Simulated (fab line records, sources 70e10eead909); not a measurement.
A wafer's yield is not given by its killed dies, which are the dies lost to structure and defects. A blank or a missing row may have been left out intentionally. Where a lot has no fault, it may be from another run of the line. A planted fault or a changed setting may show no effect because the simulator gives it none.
Chamber matching / flow nand harc / NHARC_P_CONTACT_ALD_22 on ald metal-04: 4 sister chambers
The step deposits TiN, target thk 3 nm, pulse time 1 s, ald cycles 150. 4 wafers are shown with their chamber, then 7 later ones without.

== WAFERS, EACH WITH ITS CHAMBER ==
wafer=L272.4; chamber=2; heater power w (W)=1247
wafer=L272.6; chamber=1; heater power w (W)=968
wafer=L281.2; chamber=0; heater power w (W)=912
wafer=L281.5; chamber=3; heater power w (W)=1086

== WAFERS WITHOUT THEIR CHAMBER ==
wafer=L281.6; heater power w (W)=947
wafer=L282.2; heater power w (W)=1107
wafer=L282.3; heater power w (W)=1266
wafer=L282.6; heater power w (W)=1241
wafer=L288.2; heater power w (W)=1033
wafer=L288.4; heater power w (W)=969
wafer=L288.6; heater power w (W)=1227

== EACH ONE'S CHAMBER ==
wafer=L281.6; from the rows above=can't be placed: 1 or 0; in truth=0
wafer=L282.2; from the rows above=3; in truth=3
wafer=L282.3; from the rows above=2; in truth=2
wafer=L282.6; from the rows above=2; in truth=2
wafer=L288.2; from the rows above=can't be placed: 3 or 1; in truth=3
wafer=L288.4; from the rows above=1; in truth=1
wafer=L288.6; from the rows above=2; in truth=2
Correct placement for 5 of the 7. Not placeable from these rows: 2 (in 2, the candidates include the true chamber). Placed wrongly: 0.
How it was worked out, from the rows above alone: a wafer's distance from a chamber is the root of the sum, over the readings, of the square of ((its reading less the chamber's mean) divided by the reading's scatter). The wafer belongs to the nearest chamber; if the next one is less than 2 further off, it can't be placed. For every chamber, the mean is computed from those of its wafers that are shown. The scatter (one wafer shown for each chamber): square how far every hidden wafer sits from the nearest shown wafer, average those squares and take the square root.
